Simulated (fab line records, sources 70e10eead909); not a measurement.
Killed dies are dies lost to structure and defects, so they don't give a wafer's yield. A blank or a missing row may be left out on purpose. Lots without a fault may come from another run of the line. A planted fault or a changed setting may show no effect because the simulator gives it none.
fab line records | flow nand_harc
record lots=24 wafers=72 last_day=34
route steps=1302 shown A_STAIRCASE@670
lots that met no fault: from a run of the same line without faults
start_h: hours from the record's first day to the start of the lot's first wafer shown | wait_h: hours since the lot's step before | " the same as in the row above | L1.1+2: a row that stands for several wafers | - no value, or no start given | * or withheld: withheld | < > ~ a bound
route shown NAME@n: a module of which the file shows steps, and the number in the route of the first | usual: mean/standard deviation of fault-free wafers | same: alike in all rows | chamber/n: place in a boat | sites: the reading at each site | _std_site: their standard deviation | _edge_site: outer sites' mean less inner sites' | radius_mm: how far each site lies from the wafer's centre | mask NAME#n: copy n | behind: the tool/chamber that last shaped the wafer | hold: why the lot was held/for how many hours/how that ended | device: the transistor (n, p or np) that didn't switch | end of line: the same wafers' tests at the end of the route | a step without rows: its recipe alone | killed: dies lost to structure and defects at the first sort, not the wafer's yield | map: a wafer's dies, x killed, . not, _ none there
set.NAME: the setting as run; set.NAME@STEP: as run at that earlier step | model.NAME: the simulator's own value behind a step, which no gauge read
steps of the route over a sample of lots; a table a step, a row a wafer
services: from which hour (start_h, from the record's first day; less than 0 if before it) a tool's chamber was out of use, for how many hours, and why
## steps
# step NHARC_A_STAIRCASE_TRIM_14
# recipe time_s=211.2 o2_flow_sccm=500 ar_flow_sccm=0 bias_w=0 chemistry=O2
# usual drypump_motor_current_A=5.9/0.52 oes_product_au=1.002/0.011 rf_vpp_V=57.9/0.82 showerhead_plenum_p_Torr=3.60/0.14 throttle_valve_pct=17.037/0.0092
# columns lot.wafer tool chamber start_h wait_h drypump_motor_current_A oes_product_au rf_hours_counter_h rf_vpp_V showerhead_plenum_p_Torr throttle_valve_pct
L074.1 rie_diel-02 0 - - 6.7 1.004 42 57.4 3.64 17.040
L074.3 " 1 " " 5.1 1.010 44 58.2 3.54 17.022
L074.5 " 0 " " 6.6 0.995 - 57.7 3.64 17.048
L075.1 rie_diel-02 0 - - 6.7 0.985 43 58.2 3.64 17.042
L075.4 " 1 " " 5.1 1.007 45 58.2 3.54 17.040
L075.3 " 2 " " 5.5 0.993 42 57.3 3.56 17.033
L076.1 rie_diel-02 1 - - 5.1 0.998 53 58.2 3.53 17.052
L076.4 " 2 " " 5.5 0.987 54 56.4 3.55 17.048
L076.6 " 3 " " 5.6 1.009 - 57.9 3.64 17.027
L078.3 rie_diel-02 0 - - 6.7 0.995 53 57.7 3.64 17.044
L078.4 " 2 " " 5.5 0.980 57 57.7 3.55 17.048
L078.6 " 0 " " 6.7 1.001 - 58.1 3.64 17.033
L079.1 rie_diel-12 2 - - 5.3 1.003 32 56.1 3.38 17.030
L079.4 " 3 " " 5.9 1.017 35 57.9 3.67 17.035
L079.5 " 3 " " 5.9 1.014 - 57.8 3.67 17.038
L077.3 rie_diel-12 2 - - 5.3 1.009 33 57.1 3.38 17.032
L077.6 " 2 " " 5.3 1.010 - 57.8 3.38 17.053
L077.5 " 3 " " 5.9 1.012 - 58.3 3.67 17.046
L080.4 rie_diel-04 3 - - 6.1 0.997 20 59.8 3.72 17.037
L080.2 " 1 " " 6.0 0.987 18 57.1 3.80 17.032
L080.6 " 0 " " 5.3 1.015 - 58.8 3.46 17.030
L081.3 rie_diel-12 3 - - 5.9 1.011 45 57.8 3.66 17.029
L081.4 " 2 " " 5.3 1.004 46 58.9 3.38 17.024
L081.5 " 0 " " 5.9 0.987 - 57.2 3.29 17.038
L082.3 rie_diel-04 1 - - 6.0 0.991 23 60.1 3.79 17.029
L082.5 " 1 " " 6.1 0.997 - 59.4 3.79 17.038
L082.6 " 2 " " 6.3 1.003 - 58.9 3.79 17.042
L083.3 rie_diel-12 2 - - 5.3 1.014 48 57.5 3.38 17.040
L083.2 " 3 " " 5.9 1.020 47 58.2 3.66 17.032
L083.1 " 0 " " 5.8 0.997 49 57.9 3.29 17.040
L084.3 rie_diel-04 1 - - 6.0 0.984 32 57.7 3.79 17.042
L084.2 " 2 " " 6.3 0.998 34 59.2 3.79 17.048
L084.6 " 0 " " 5.4 1.022 - 57.1 3.45 17.048
L085.4 rie_diel-02 3 - - 5.6 1.000 21 58.7 3.62 17.050
L085.6 " 0 " " 6.7 0.990 - 57.1 3.62 17.046
L085.5 " 1 " " 5.1 1.003 - 57.6 3.52 17.033
L086.2 rie_diel-04 3 - - 6.0 0.999 42 57.9 3.71 17.039
L086.5 " 1 " " 6.0 0.987 - 57.1 3.78 17.044
L086.6 " 2 " " 6.3 1.000 - 58.8 3.78 17.039
L087.3 rie_diel-04 1 - - 6.0 1.001 46 56.8 3.78 17.053
L087.2 " 3 " " 6.1 1.005 43 58.5 3.71 17.062
L087.6 " 0 " " 5.3 1.014 - 57.1 3.45 17.042
L088.4 rie_diel-02 2 - - 5.5 1.001 30 57.7 3.53 17.035
L088.3 " 3 " " 5.6 0.997 31 57.0 3.62 17.042
L088.6 " 3 " " 5.6 1.005 - 58.9 3.62 17.037
L089.3 rie_diel-04 1 - - 6.0 0.984 50 57.2 3.78 17.040
L089.4 " 3 " " 6.1 0.996 47 59.5 3.71 17.036
L089.5 " 0 " " 5.3 1.008 - 57.0 3.44 17.049
L091.4 rie_diel-02 1 - - 5.1 0.990 34 58.7 3.51 17.041
L091.1 " 2 " " 5.5 0.997 35 57.8 3.53 17.031
L091.6 " 0 " " 6.7 0.984 - 56.8 3.61 17.013
L090.3 rie_diel-04 1 - - 6.0 1.002 53 58.4 3.78 17.047
L090.2 " 2 " " 6.3 1.003 55 57.9 3.78 17.040
L090.6 " 0 " " 5.3 1.017 - 56.8 3.44 17.052
L092.4 rie_diel-12 3 - - 5.9 1.005 23 59.0 3.65 17.042
L092.3 " 1 " " 6.7 0.997 25 60.1 3.62 17.031
L092.5 " 2 " " 5.3 1.015 - 57.0 3.36 17.028
L093.3 rie_diel-02 1 - - 5.1 1.011 40 57.8 3.51 17.026
L093.2 " 2 " " 5.5 1.002 41 57.5 3.53 17.037
L093.4 " 3 " " 5.6 1.018 41 58.7 3.61 17.012
L094.4 rie_diel-12 1 - - 6.7 0.996 39 58.3 3.61 17.034
L094.6 " 1 " " 6.7 1.004 - 58.1 3.61 17.034
L094.5 " 2 " " 5.3 1.000 - 57.8 3.36 17.034
L096.4 rie_diel-12 0 - - 5.8 1.014 43 58.2 3.78 17.029
L096.1 " 2 " " 5.3 1.021 31 56.8 3.36 17.028
L096.5 " 0 " " 5.8 1.015 - 59.3 3.78 17.043
L095.4 rie_diel-02 0 - - 6.7 0.995 57 59.5 3.60 17.024
L095.2 " 1 " " 5.0 1.002 53 56.8 3.50 17.041
L095.5 " 3 " " 5.6 1.011 - 57.8 3.61 17.033
L097.1 rie_diel-12 2 - - 5.3 1.029 39 56.8 3.35 17.049
L097.3 " 3 " " 5.9 1.017 44 58.7 3.63 17.027
L097.5 " 1 " " 6.7 0.999 - 57.3 3.60 17.024
# step NHARC_A_STAIRCASE_TRIM_18
# recipe time_s=211.2 o2_flow_sccm=500 ar_flow_sccm=0 bias_w=0 chemistry=O2
# usual drypump_motor_current_A=5.9/0.51 oes_product_au=1.002/0.01 rf_vpp_V=57.8/0.86 showerhead_plenum_p_Torr=3.60/0.14 throttle_valve_pct=17.037/0.0089
# columns lot.wafer tool chamber start_h wait_h drypump_motor_current_A oes_product_au rf_hours_counter_h rf_vpp_V showerhead_plenum_p_Torr throttle_valve_pct
L074.1 rie_diel-02 2 - - 5.5 0.982 42 56.3 3.56 17.048
L074.3 " 1 " " 5.1 0.996 45 59.0 3.54 17.055
L074.5 " 3 " " 5.6 1.008 - 57.8 3.65 17.034
L075.3 rie_diel-02 0 - - 6.7 1.002 43 58.4 3.64 17.030
L075.1 " 2 " " 5.5 0.993 42 59.0 3.56 17.043
L075.4 " 3 " " 5.6 1.011 39 58.6 3.65 17.054
L076.4 rie_diel-02 2 - - 5.5 0.992 54 59.6 3.55 17.034
L076.1 " 1 " " 5.1 0.986 53 57.7 3.53 17.035
L076.6 " 3 " " 5.6 1.012 - 57.7 3.64 17.033
L078.3 rie_diel-02 1 - - 5.1 1.006 56 56.8 3.53 17.028
L078.4 " 2 " " 5.5 0.998 57 57.2 3.55 17.039
L078.6 " 1 " " 5.0 1.005 - 58.2 3.53 17.054
L079.4 rie_diel-12 0 - - 5.8 0.993 37 58.3 3.29 17.036
L079.1 " 2 " " 5.3 1.001 33 57.7 3.38 17.016
L079.5 " 1 " " 6.7 0.982 - 57.9 3.64 17.042
L077.3 rie_diel-12 3 - - 5.9 1.017 35 57.7 3.67 17.036
L077.5 " 1 " " 6.7 0.991 - 58.9 3.64 17.031
L077.6 " 2 " " 5.3 1.006 - 57.2 3.38 17.049
L080.2 rie_diel-04 2 - - 6.3 1.006 22 58.7 3.80 17.032
L080.4 " 0 " " 5.3 1.026 15 58.0 3.46 17.037
L080.6 " 2 " " 6.3 1.008 - 58.9 3.80 17.039
L081.4 rie_diel-12 3 - - 5.9 1.000 45 57.8 3.66 17.025
L081.3 " 1 " " 6.7 0.982 46 57.0 3.63 17.047
L081.5 " 3 " " 5.9 1.003 - 58.8 3.66 17.048
L082.3 rie_diel-04 0 - - 5.3 1.025 19 58.5 3.46 17.048
L082.5 " 0 " " 5.3 1.026 - 57.2 3.46 17.034
L082.6 " 1 " " 6.0 1.001 - 57.5 3.79 17.022
L083.2 rie_diel-12 0 - - 5.8 0.995 49 57.6 3.29 17.031
L083.3 " 1 " " 6.7 0.974 47 59.3 3.63 17.033
L083.1 " 3 " " 5.9 1.008 47 58.2 3.66 17.048
L084.3 rie_diel-04 1 - - 6.0 0.989 33 57.8 3.79 17.041
L084.2 " 2 " " 6.3 1.000 36 57.3 3.79 17.034
L084.6 " 3 " " 6.1 0.991 - 57.1 3.72 17.024
L085.4 rie_diel-02 1 - - 5.1 1.010 21 57.6 3.52 17.017
L085.5 " 3 " " 5.6 1.013 - 59.1 3.62 17.029
L085.6 " 0 " " 6.7 0.990 - 57.9 3.62 17.040
L086.2 rie_diel-04 3 - - 6.1 1.002 42 57.6 3.71 17.033
L086.5 " 1 " " 6.1 1.009 - 56.8 3.78 17.033
L086.6 " 2 " " 6.3 1.000 - 58.5 3.78 17.045
L087.3 rie_diel-04 2 - - 6.3 0.991 47 56.9 3.78 17.038
L087.2 " 3 " " 6.1 1.004 44 56.2 3.71 17.044
L087.6 " 1 " " 6.0 0.996 - 58.6 3.78 17.044
L088.4 rie_diel-02 0 - - 6.6 1.001 30 58.5 3.62 17.038
L088.3 " 2 " " 5.5 1.003 30 58.2 3.53 17.031
L088.6 " 1 " " 5.0 0.996 - 58.1 3.51 17.040
L089.4 rie_diel-04 2 - - 6.3 0.997 53 57.4 3.78 17.037
L089.3 " 1 " " 6.1 0.987 51 59.1 3.78 17.056
L089.5 " 3 " " 6.1 0.997 - 57.2 3.71 17.040
L091.4 rie_diel-02 0 - - 6.7 0.990 38 59.7 3.61 17.037
L091.1 " 1 " " 5.1 0.993 34 58.1 3.51 17.032
L091.6 " 3 " " 5.6 1.012 - 57.8 3.62 17.061
L090.3 rie_diel-04 1 - - 6.0 0.989 54 56.6 3.78 17.021
L090.2 " 0 " " 5.3 1.012 47 56.4 3.44 17.030
L090.6 " 1 " " 6.1 0.988 - 58.3 3.78 17.036
L092.4 rie_diel-12 3 - - 5.9 0.999 25 57.1 3.65 17.042
L092.3 " 1 " " 6.7 0.997 29 57.1 3.61 17.038
L092.5 " 3 " " 5.9 1.004 - 58.5 3.65 17.035
L093.3 rie_diel-02 2 - - 5.5 1.006 41 56.6 3.52 17.040
L093.4 " 3 " " 5.6 1.014 41 57.0 3.61 17.037
L093.2 " 1 " " 5.1 1.005 40 56.8 3.51 17.033
L094.4 rie_diel-12 0 - - 5.8 1.004 36 57.7 3.79 17.040
L094.6 " 3 " " 5.9 1.004 - 56.7 3.64 17.030
L094.5 " 0 " " 5.8 1.007 - 60.4 3.79 17.043
L096.4 rie_diel-12 2 - - 5.3 1.023 31 56.3 3.36 17.047
L096.1 " 0 " " 5.8 1.023 43 57.1 3.78 17.019
L096.5 " 1 " " 6.7 1.016 - 57.1 3.61 17.036
L095.4 rie_diel-02 3 - - 5.6 1.005 54 56.8 3.61 17.053
L095.2 " 2 " " 5.5 1.002 53 59.1 3.52 17.040
L095.5 " 0 " " 6.7 0.998 - 57.8 3.60 17.037
L097.3 rie_diel-12 2 - - 5.3 1.018 39 59.1 3.35 17.042
L097.1 " 0 " " 5.8 1.017 50 59.0 3.78 17.040
L097.5 " 2 " " 5.3 1.022 - 58.4 3.35 17.034
# step NHARC_A_STAIRCASE_ETCH_25
# recipe target_depth_a=1000 time_s=40.5 ion_energy_ev=400 c4f8_flow_sccm=20 o2_flow_sccm=10 ar_flow_sccm=withheld rf_w=600 bias_w=1000 chemistry=C4F8/O2
# usual oes_product_au=0.947/0.013 rf_vpp_V=898/5.2
# columns lot.wafer tool chamber start_h wait_h oes_product_au rf_hours_counter_h rf_vpp_V
L074.1 rie_diel-04 2 - - 0.935 59 885
L074.3 " 3 " " 0.948 59 903
L074.5 " 2 " " 0.952 - 886
L075.4 rie_diel-12 1 - - 0.932 21 899
L075.3 " 2 " " 0.949 19 891
L075.1 " 3 " " 0.966 19 901
L076.4 rie_diel-04 3 - - 0.956 8 903
L076.1 " 0 " " 0.962 6 894
L076.6 " 1 " " 0.929 - 906
L078.3 rie_diel-02 0 - - 0.934 54 899
L078.4 " 2 " " 0.927 57 896
L078.6 " 1 " " 0.931 - 895
L079.1 rie_diel-04 1 - - 0.920 11 906
L079.4 " 2 " " 0.942 13 906
L079.5 " 3 " " 0.934 - 903
L077.3 rie_diel-12 0 - - 0.939 38 887
L077.5 " 1 " " 0.917 - 901
L077.6 " 2 " " 0.939 - 892
L080.2 rie_diel-02 2 - - 0.940 3 896
L080.4 " 0 " " 0.956 5 899
L080.6 " 2 " " 0.939 - 899
L081.3 rie_diel-04 1 - - 0.941 21 904
L081.4 " 3 " " 0.944 24 903
L081.5 " 0 " " 0.973 - 893
L082.3 rie_diel-02 0 - - 0.942 9 900
L082.5 " 0 " " 0.941 - 899
L082.6 " 1 " " 0.944 - 896
L083.3 rie_diel-12 0 - - 0.943 50 887
L083.1 " 1 " " 0.946 47 899
L083.2 " 2 " " 0.935 48 889
L084.3 rie_diel-02 3 - - 0.972 16 901
L084.2 " 0 " " 0.936 18 900
L084.6 " 3 " " 0.966 - 899
L085.4 rie_diel-12 1 - - 0.965 7 901
L085.6 " 0 " " 0.949 - 905
L085.5 " 1 " " 0.961 - 899
L086.2 rie_diel-02 1 - - 0.944 22 895
L086.6 " 2 " " 0.950 - 895
L086.5 " 3 " " 0.967 - 900
L087.3 rie_diel-02 1 - - 0.947 23 896
L087.2 " 3 " " 0.946 25 899
L087.6 " 0 " " 0.940 - 899
L088.3 rie_diel-12 1 - - 0.926 17 899
L088.6 " 0 " " 0.917 - 905
L088.4 " 1 " " 0.926 - 899
L089.4 rie_diel-02 1 - - 0.934 28 896
L089.3 " 2 " " 0.936 31 897
L089.5 " 0 " " 0.929 - 898
L091.4 rie_diel-12 2 - - 0.958 14 890
L091.1 " 3 " " 0.961 21 900
L091.6 " 2 " " 0.953 - 890
L090.2 rie_diel-04 0 - - 0.960 47 893
L090.3 " 1 " " 0.942 54 904
L090.6 " 1 " " 0.947 - 906
L092.3 rie_diel-04 3 - - 0.936 55 904
L092.4 " 0 " " 0.964 51 893
L092.5 " 3 " " 0.946 - 903
L093.3 rie_diel-02 1 - - 0.954 40 894
L093.4 " 2 " " 0.951 41 895
L093.2 " 3 " " 0.950 42 900
L094.4 rie_diel-12 3 - - 0.967 34 900
L094.5 " 2 " " 0.971 - 890
L094.6 " 3 " " 0.956 - 900
L096.1 rie_diel-12 0 - - 0.955 43 906
L096.4 " 1 " " 0.943 46 899
L096.5 " 2 " " 0.963 - 889
L095.2 rie_diel-02 0 - - 0.939 57 899
L095.4 " 2 " " 0.949 54 896
L095.5 " 0 " " 0.936 - 898
L097.1 rie_diel-12 0 - - 0.958 50 905
L097.3 " 2 " " 0.963 39 889
L097.5 " 3 " " 0.962 - 900
# step NHARC_A_STAIRCASE_ETCH_27
# recipe target_depth_a=1000 time_s=40.5 ion_energy_ev=400 c4f8_flow_sccm=20 o2_flow_sccm=10 ar_flow_sccm=withheld rf_w=600 bias_w=1000 chemistry=C4F8/O2
# usual oes_product_au=0.944/0.012 rf_vpp_V=898/5.2
# columns lot.wafer tool chamber start_h wait_h oes_product_au rf_hours_counter_h rf_vpp_V
L074.3 rie_diel-04 3 - - 0.954 59 903
L074.1 " 2 " " 0.940 59 885
L074.5 " 3 " " 0.938 - 903
L075.3 rie_diel-12 0 - - 0.935 21 889
L075.1 " 1 " " 0.935 21 902
L075.4 " 2 " " 0.953 19 891
L076.1 rie_diel-04 0 - - 0.964 6 894
L076.4 " 2 " " 0.959 9 906
L076.6 " 1 " " 0.948 - 905
L078.4 rie_diel-02 2 - - 0.927 58 896
L078.3 " 0 " " 0.946 54 901
L078.6 " 2 " " 0.931 - 896
L079.1 rie_diel-04 3 - - 0.934 13 904
L079.4 " 0 " " 0.962 10 893
L079.5 " 3 " " 0.936 - 903
L077.3 rie_diel-12 1 - - 0.923 36 900
L077.5 " 2 " " 0.948 - 889
L077.6 " 3 " " 0.948 - 901
L080.2 rie_diel-02 0 - - 0.927 6 899
L080.4 " 2 " " 0.945 3 896
L080.6 " 1 " " 0.954 - 895
L081.3 rie_diel-04 3 - - 0.946 24 903
L081.4 " 0 " " 0.964 18 894
L081.5 " 2 " " 0.944 - 907
L082.3 rie_diel-02 1 - - 0.940 8 895
L082.6 " 2 " " 0.927 - 896
L082.5 " 3 " " 0.945 - 899
L083.1 rie_diel-12 0 - - 0.938 50 889
L083.2 " 1 " " 0.937 48 900
L083.3 " 3 " " 0.954 47 900
L084.3 rie_diel-02 1 - - 0.934 17 896
L084.2 " 2 " " 0.938 16 896
L084.6 " 2 " " 0.929 - 896
L085.4 rie_diel-12 0 - - 0.957 6 905
L085.5 " 0 " " 0.953 - 906
L085.6 " 1 " " 0.963 - 900
L086.2 rie_diel-02 2 - - 0.917 23 895
L086.6 " 3 " " 0.923 - 900
L086.5 " 0 " " 0.923 - 899
L087.3 rie_diel-02 1 - - 0.943 23 897
L087.2 " 0 " " 0.926 26 899
L087.6 " 1 " " 0.940 - 895
L088.3 rie_diel-12 0 - - 0.948 16 907
L088.4 " 3 " " 0.941 - 900
L088.6 " 1 " " 0.932 - 899
L089.4 rie_diel-02 3 - - 0.951 32 900
L089.3 " 0 " " 0.927 31 899
L089.5 " 2 " " 0.942 - 895
L091.1 rie_diel-12 0 - - 0.948 22 905
L091.4 " 1 " " 0.941 24 899
L091.6 " 3 " " 0.940 - 900
L090.3 rie_diel-04 1 - - 0.952 54 904
L090.2 " 2 " " 0.938 56 904
L090.6 " 0 " " 0.958 - 892
L092.3 rie_diel-04 3 - - 0.941 55 901
L092.4 " 1 " " 0.943 58 904
L092.5 " 3 " " 0.936 - 903
L093.2 rie_diel-02 0 - - 0.938 43 900
L093.3 " 1 " " 0.945 40 894
L093.4 " 2 " " 0.946 42 895
L094.4 rie_diel-12 2 - - 0.961 28 889
L094.5 " 0 " " 0.952 - 905
L094.6 " 1 " " 0.937 - 898
L096.1 rie_diel-12 1 - - 0.949 47 897
L096.4 " 3 " " 0.951 38 900
L096.5 " 0 " " 0.954 - 905
L095.4 rie_diel-02 0 - - 0.952 57 898
L095.2 " 1 " " 0.950 54 896
L095.5 " 2 " " 0.935 - 897
L097.1 rie_diel-12 0 - - 0.958 50 905
L097.3 " 2 " " 0.979 39 889
L097.5 " 3 " " 0.959 - 899
# step NHARC_A_STAIRCASE_DESCUM_186
# recipe time_s=3 o2_flow_sccm=200 ar_flow_sccm=0 bias_power_w=0 chemistry=O2
# usual drypump_motor_current_A=5.9/0.5 oes_product_au=1.002/0.01 rf_vpp_V=58.0/0.91 showerhead_plenum_p_Torr=1.95/0.091 throttle_valve_pct=11.312/0.0091
# columns lot.wafer tool chamber start_h wait_h drypump_motor_current_A oes_product_au rf_hours_counter_h rf_vpp_V showerhead_plenum_p_Torr throttle_valve_pct
L075.4 rie_diel-02 2 359.51 - 5.5 0.990 43 57.4 1.93 11.315
L075.1 " 0 " " 6.7 1.004 43 58.1 1.98 11.297
L075.3 " 1 " " 5.1 0.998 45 58.9 1.92 11.323
L074.3 rie_diel-12 3 359.93 - 5.9 1.019 19 58.0 2.00 11.325
L074.1 " 1 " " 6.7 0.977 22 57.4 1.98 11.325
L074.5 " 2 " " 5.3 1.001 - 57.5 1.83 11.318
L076.4 rie_diel-12 3 383.24 - 5.9 1.019 30 58.1 2.00 11.305
L076.1 " 1 " " 6.7 0.995 31 58.0 1.98 11.323
L076.6 " 0 " " 5.8 1.015 - 56.9 1.78 11.317
L078.4 rie_diel-02 1 391.61 - 5.1 1.000 57 58.4 1.91 11.314
L078.3 " 2 " " 5.5 0.984 58 58.6 1.93 11.306
L078.6 " 0 " " 6.7 1.001 - 59.0 1.98 11.305
L079.4 rie_diel-12 2 395.33 - 5.3 0.999 34 56.7 1.83 11.328
L079.1 " 3 " " 5.9 1.007 36 58.2 2.00 11.311
L079.5 " 2 " " 5.3 1.004 - 58.2 1.83 11.309
L077.3 rie_diel-04 3 395.76 - 6.0 0.990 13 58.9 2.03 11.313
L077.5 " 2 " " 6.3 0.997 - 59.0 2.07 11.307
L077.6 " 3 " " 6.1 0.994 - 58.9 2.03 11.330
L080.4 rie_diel-12 0 416.16 - 5.8 0.993 46 57.4 1.77 11.302
L080.2 " 1 " " 6.7 0.988 43 57.3 1.98 11.298
L080.6 " 3 " " 5.9 1.010 - 58.8 1.99 11.308
L081.4 rie_diel-04 2 427.23 - 6.3 0.993 25 59.8 2.07 11.303
L081.3 " 3 " " 6.1 0.998 24 57.8 2.03 11.311
L081.5 " 2 " " 6.3 1.005 - 58.0 2.07 11.309
L082.3 rie_diel-04 3 433.90 - 6.1 1.000 26 57.5 2.03 11.317
L082.6 " 0 " " 5.3 1.010 - 58.6 1.87 11.320
L082.5 " 1 " " 6.0 0.987 - 58.5 2.07 11.315
L083.3 rie_diel-12 1 434.16 - 6.7 0.983 48 58.3 1.98 11.320
L083.1 " 2 " " 5.3 0.999 48 57.6 1.82 11.322
L083.2 " 0 " " 5.8 0.985 50 56.0 1.77 11.300
L084.3 rie_diel-12 1 456.29 - 6.7 1.008 0 58.3 1.97 11.310
L084.2 " 2 " " 5.3 1.016 0 58.2 1.82 11.302
L084.6 " 0 " " 5.8 1.004 - 59.1 2.08 11.314
L085.4 rie_diel-12 2 474.89 - 5.3 1.017 5 57.7 1.82 11.322
L085.5 " 2 " " 5.3 1.011 - 58.2 1.82 11.299
L085.6 " 3 " " 5.9 1.010 - 57.5 1.99 11.321
L086.2 rie_diel-12 1 481.43 - 6.7 0.986 9 58.1 1.97 11.306
L086.5 " 1 " " 6.7 0.990 - 58.6 1.97 11.309
L086.6 " 2 " " 5.3 1.011 - 56.9 1.82 11.308
L087.2 rie_diel-12 0 488.82 - 5.8 1.003 9 58.5 2.07 11.305
L087.3 " 1 " " 6.7 0.997 10 58.4 1.97 11.302
L087.6 " 2 " " 5.3 1.014 - 58.0 1.82 11.315
L088.3 rie_diel-02 1 507.15 - 5.0 0.995 28 57.2 1.91 11.305
L088.4 " 2 " " 5.5 1.002 31 58.7 1.91 11.306
L088.6 " 1 " " 5.1 0.997 - 58.9 1.91 11.300
L089.3 rie_diel-04 2 507.78 - 6.3 1.003 53 57.4 2.06 11.311
L089.4 " 3 " " 6.1 1.004 49 57.4 2.02 11.324
L089.5 " 2 " " 6.3 1.003 - 59.4 2.06 11.300
L091.4 rie_diel-04 1 518.32 - 6.0 0.990 54 59.8 2.06 11.297
L091.1 " 0 " " 5.3 1.016 47 59.2 1.86 11.309
L091.6 " 1 " " 6.0 0.996 - 57.1 2.06 11.317
L090.2 rie_diel-12 1 518.98 - 6.7 0.985 24 57.7 1.97 11.313
L090.3 " 3 " " 5.9 1.005 21 57.5 1.98 11.307
L090.6 " 1 " " 6.7 0.992 - 58.8 1.97 11.315
L092.3 rie_diel-04 0 531.09 - 5.3 1.014 51 56.8 1.86 11.309
L092.4 " 2 " " 6.3 0.993 60 59.5 2.06 11.312
L092.5 " 0 " " 5.3 1.004 - 57.2 1.86 11.329
L093.4 rie_diel-12 2 535.01 - 5.3 1.018 19 56.5 1.82 11.301
L093.2 " 3 " " 5.9 0.998 27 57.4 1.98 11.311
L093.3 " 1 " " 6.7 0.991 32 58.4 1.96 11.296
L094.4 rie_diel-12 3 555.06 - 5.9 1.011 34 57.3 1.98 11.316
L094.6 " 3 " " 5.9 1.011 - 58.3 1.98 11.306
L094.5 " 0 " " 5.8 1.006 - 58.6 2.06 11.332
L096.1 rie_diel-02 1 572.38 - 5.1 1.006 54 59.0 1.90 11.303
L096.4 " 3 " " 5.5 0.999 55 57.1 1.96 11.316
L096.5 " 2 " " 5.5 0.997 - 59.0 1.91 11.311
L095.4 rie_diel-04 3 572.64 - 6.0 0.997 5 58.2 2.01 11.325
L095.2 " 2 " " 6.3 0.984 6 59.4 2.05 11.322
L095.5 " 0 " " 5.3 1.012 - 58.6 1.86 11.319
L097.3 rie_diel-12 2 595.61 - 5.3 1.017 39 56.3 1.81 11.312
L097.1 " 3 " " 5.9 1.017 45 56.5 1.97 11.310
L097.5 " 2 " " 5.3 1.020 - 57.4 1.81 11.318
# step NHARC_A_STAIRCASE_ETCH_188
# recipe target_depth_a=1000 time_s=40.5 ion_energy_ev=400 c4f8_flow_sccm=20 o2_flow_sccm=10 ar_flow_sccm=withheld rf_w=600 bias_w=1000 chemistry=C4F8/O2
# usual oes_product_au=0.949/0.015 rf_vpp_V=898/5.6
# columns lot.wafer tool chamber start_h wait_h oes_product_au rf_hours_counter_h rf_vpp_V
L075.1 rie_diel-02 3 - - 0.957 40 898
L075.3 " 0 " " 0.950 43 901
L075.4 " 2 " " 0.930 43 897
L074.1 rie_diel-12 1 - - 0.923 22 900
L074.3 " 3 " " 0.959 19 902
L074.5 " 1 " " 0.910 - 901
L076.1 rie_diel-12 1 - - 0.947 31 900
L076.4 " 3 " " 0.956 30 901
L076.6 " 1 " " 0.943 - 899
L078.3 rie_diel-02 1 - - 0.950 57 896
L078.4 " 0 " " 0.949 55 900
L078.6 " 1 " " 0.947 - 896
L079.4 rie_diel-12 3 - - 0.970 36 899
L079.1 " 0 " " 0.949 38 888
L079.5 " 2 " " 0.955 - 890
L077.3 rie_diel-04 3 - - 0.943 13 903
L077.6 " 0 " " 0.966 - 894
L077.5 " 1 " " 0.910 - 906
L080.4 rie_diel-12 3 - - 0.962 43 901
L080.2 " 1 " " 0.938 44 902
L080.6 " 2 " " 0.966 - 892
L081.4 rie_diel-04 3 - - 0.943 24 903
L081.3 " 2 " " 0.952 25 904
L081.5 " 3 " " 0.949 - 904
L082.3 rie_diel-04 1 - - 0.926 24 906
L082.6 " 3 " " 0.958 - 903
L082.5 " 0 " " 0.962 - 893
L083.1 rie_diel-12 2 - - 0.946 48 890
L083.3 " 0 " " 0.943 50 888
L083.2 " 1 " " 0.926 48 900
L084.3 rie_diel-12 2 - - 0.965 0 891
L084.2 " 0 " " 0.959 0 907
L084.6 " 3 " " 0.966 - 901
L085.4 rie_diel-12 1 - - 0.955 7 900
L085.6 " 2 " " 0.936 - 889
L085.5 " 3 " " 0.937 - 900
L086.2 rie_diel-12 3 - - 0.950 6 901
L086.5 " 1 " " 0.937 - 899
L086.6 " 2 " " 0.941 - 890
L087.3 rie_diel-12 0 - - 0.972 9 906
L087.2 " 1 " " 0.957 11 900
L087.6 " 3 " " 0.950 - 900
L088.4 rie_diel-02 1 - - 0.914 28 896
L088.3 " 2 " " 0.925 31 895
L088.6 " 1 " " 0.913 - 896
L089.4 rie_diel-04 1 - - 0.959 51 906
L089.3 " 3 " " 0.947 49 903
L089.5 " 0 " " 0.962 - 893
L091.4 rie_diel-04 3 - - 0.968 52 903
L091.1 " 2 " " 0.943 56 905
L091.6 " 0 " " 0.976 - 892
L090.3 rie_diel-12 0 - - 0.975 22 905
L090.2 " 1 " " 0.936 24 899
L090.6 " 0 " " 0.971 - 905
L092.4 rie_diel-04 3 - - 0.941 55 902
L092.3 " 1 " " 0.934 59 905
L092.5 " 3 " " 0.942 - 902
L093.3 rie_diel-12 0 - - 0.961 30 905
L093.2 " 1 " " 0.963 32 901
L093.4 " 2 " " 0.953 19 891
L094.4 rie_diel-12 2 - - 0.943 28 890
L094.5 " 3 " " 0.938 - 901
L094.6 " 0 " " 0.946 - 905
L096.4 rie_diel-02 3 - - 0.958 55 898
L096.1 " 0 " " 0.955 57 899
L096.5 " 1 " " 0.939 - 897
L095.2 rie_diel-04 2 - - 0.948 6 905
L095.4 " 3 " " 0.939 5 901
L095.5 " 1 " " 0.946 - 905
L097.3 rie_diel-12 2 - - 0.952 39 891
L097.1 " 3 " " 0.947 45 899
L097.5 " 2 " " 0.958 - 890
## services
# columns tool chamber start_h hours kind
rie_diel-02 2 352.48 2.9 repair
rie_diel-12 0 352.81 - clean
rie_diel-12 1 352.81 - clean
rie_diel-12 2 352.81 - clean
rie_diel-12 3 352.81 - clean
rie_diel-04 0 354.57 4.2 repair
rie_diel-04 - 359.22 9.0 pm
rie_diel-02 - 371.02 0.4 repair
rie_diel-12 0 377.31 - clean
rie_diel-12 1 377.31 - clean
rie_diel-12 2 377.31 - clean
rie_diel-12 3 377.31 - clean
rie_diel-04 - 387.35 0.5 repair
rie_diel-02 - 397.36 9.0 pm
rie_diel-12 0 401.83 - clean
rie_diel-04 0 402.33 7.7 repair
rie_diel-02 - 416.53 0.6 repair
rie_diel-12 - 447.28 9.0 pm
rie_diel-02 3 455.29 2.5 repair
rie_diel-02 1 464.31 4.4 repair
rie_diel-12 2 499.02 10.7 repair
rie_diel-12 2 519.50 1.4 repair
rie_diel-04 - 536.33 9.0 pm
rie_diel-02 - 574.52 9.0 pm
## key
fault none
